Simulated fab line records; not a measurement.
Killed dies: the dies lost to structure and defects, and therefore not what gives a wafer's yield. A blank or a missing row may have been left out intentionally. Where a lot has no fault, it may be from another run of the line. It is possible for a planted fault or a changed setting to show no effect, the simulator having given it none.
Comparing a struck lot with a sound one :: flow n5_finfet :: 15 out of 1938 route steps
Sound: the wafers L776.1, L776.2, L776.5. Struck: wafer L792.5 (left out: L792.3, a lot-mate that was not struck); the cause follows at the end.
Per side, at each step with rows, come the tool, then ch with its chambers, and then its first start. Under that, the readings that differ: sound wafers :: struck wafers :: difference of the means :: sigmas: that difference in standard deviations of wafers without a fault.
alike: a reading whose means differ by less than 2 such deviations, as well as words and numbers matching on both sides. not compared: withheld readings; readings where some wafer has no value; bounds like >300 that might hide an equal value; numbers whose values overlap and for which the record gives no deviation.
Wherever a step has rows on one side only, a row that says differs or no value, or a row with sigmas, the two part there. When numbers do not overlap yet have no deviation, they are printed without sigmas and do not part them. A reading missing from all wafers of one side parts the sides only when that side holds two or more wafers.

N5_BEOL_M6_TRENCH_ETCH_37: etches SiCOH lowk in C4F6/O2, target depth 94.435 nm, time 31.5 s.
  sound on rie_diel-06 ch 0,3; struck on rie_diel-06 ch 1
  alike: O2_flow_sccm, drypump_motor_current_A, oes_product_au, rf_vpp_V, showerhead_plenum_p_Torr, throttle_valve_pct
  not compared: rf_hours_counter_h
N5_BEOL_M6_ETCH_41: etches SiCN in CH3F/O2, target depth 29.7 nm, time 52 s.
  sound on rie_diel-06 ch 0,3; struck on rie_diel-06 ch 1
  alike: O2_flow_sccm, drypump_motor_current_A, oes_product_au, rf_vpp_V, showerhead_plenum_p_Torr, throttle_valve_pct
  not compared: rf_hours_counter_h
N5_BEOL_M6_STRIP_80: strips in N2/H2, time 10 s.
  sound on rie_diel-06 ch 0,3; struck on rie_diel-06 ch 1
reading: throttle_valve_pct (%)
sound: 23.81 24.28 24.28
struck: 23.54
difference: -0.58
sigmas: -2
  alike: drypump_motor_current_A, oes_product_au, rf_vpp_V, showerhead_plenum_p_Torr, temp_c
  not compared: rf_hours_counter_h
N5_BEOL_M6_OCD_MEAS_38:
  struck on ocd-02, day 13 02:20; sound on ocd-02, day 8 13:53
  alike: trench_depth_nm
then, 4 steps without rows for these wafers: N5_BEOL_M6_HM_STRIP_39 (strips TiN in peroxide tin strip, target depth 25 nm, time 158 s); N5_BEOL_M6_SRD_40 (time 30 s); N5_BEOL_M6_PRECLEAN_42 (cleans in residue remover, time 60 s); N5_BEOL_M6_SRD_43 (time 30 s).
N5_BEOL_M6_CD_MEAS_35: target cd 40 nm, target cd y 28 nm.
  struck on cd_sem-02, day 13 02:38; sound on cd_sem-02, day 8 14:03
  alike: cd_nm
then, 1 step without rows for these wafers: N5_BEOL_M6_CURE_75 (cures SiCOH lowk, time 120 s).
N5_BEOL_M6_DEGAS_44: time 60 s.
  struck on pvd_sputter-02, day 13 04:02; sound on pvd_sputter-02, day 8 14:29
  alike: heater_power_w
N5_BEOL_M6_PRE_CLEAN_45: time 30 s.
  struck on pvd_sputter-02, day 13 04:05; sound on pvd_sputter-02, day 8 14:32
  alike: heater_power_w
N5_BEOL_M6_ALD_77: deposits TaN, target thk 2 nm, pulse time 2 s, purge time 3 s.
  sound on ald_metal-01 ch 0,1, day 8 14:37; struck on ald_metal-01 ch 0, day 13 04:08
reading: co_reactant_pulse_time_s (s)
sound: 3 3 3
struck: 3.7345
difference: +0.7345
sigmas: 
  alike: heater_power_w
next, for these wafers, 1 step has no rows: N5_BEOL_M6_SURFACE_TREAT_79.
-- the record jumps here: 4 days lie between the struck wafers' starts before and after (it left off in module BEOL_M6 and takes up again in module PASSIVATION, whose first step shown is number 1936 of the route) --
N5_PASSIVATION_PROBE_49:
  struck on prober-01, day 16 22:21; sound on prober-01, day 11 18:36
reading: defect_limited_yield (%)
sound: 88.4 89.6 91.4
struck: 93.1
difference: +3.3
sigmas: +2

reading: killed_at_M0_to_M3
sound: 60 58 46
struck: 15
difference: -40
sigmas: -4

reading: killed_at_other
sound: 1 1 2
struck: 17
difference: +16
sigmas: +5

reading: killed_dies
sound: 137 123 101
struck: 81
difference: -39
sigmas: -2

reading: killed_on_rim
sound: 18 26 15
struck: 11
difference: -9
sigmas: -2

reading: killed_short
sound: 58 40 40
struck: 29
difference: -17
sigmas: -2

reading: sort_bin_5_function (%)
sound: 8.1 6.4 5.3
struck: 4.1
difference: -2.5
sigmas: -2

reading: sort_n_pass
sound: 1043 1057 1079
struck: 1099
difference: +39
sigmas: +2

reading: sort_yield_pct (%)
sound: 88.4 89.6 91.4
struck: 93.1
difference: +3.3
sigmas: +2
  alike: killed_at_M4_up, killed_at_contacts, killed_at_front_end, killed_open, sort_bin_6_memory

## WHERE THEY PART
Last at N5_PASSIVATION_PROBE_49 as far as this record goes, first at N5_BEOL_M6_STRIP_80.

WHY: the cause the simulator had injected
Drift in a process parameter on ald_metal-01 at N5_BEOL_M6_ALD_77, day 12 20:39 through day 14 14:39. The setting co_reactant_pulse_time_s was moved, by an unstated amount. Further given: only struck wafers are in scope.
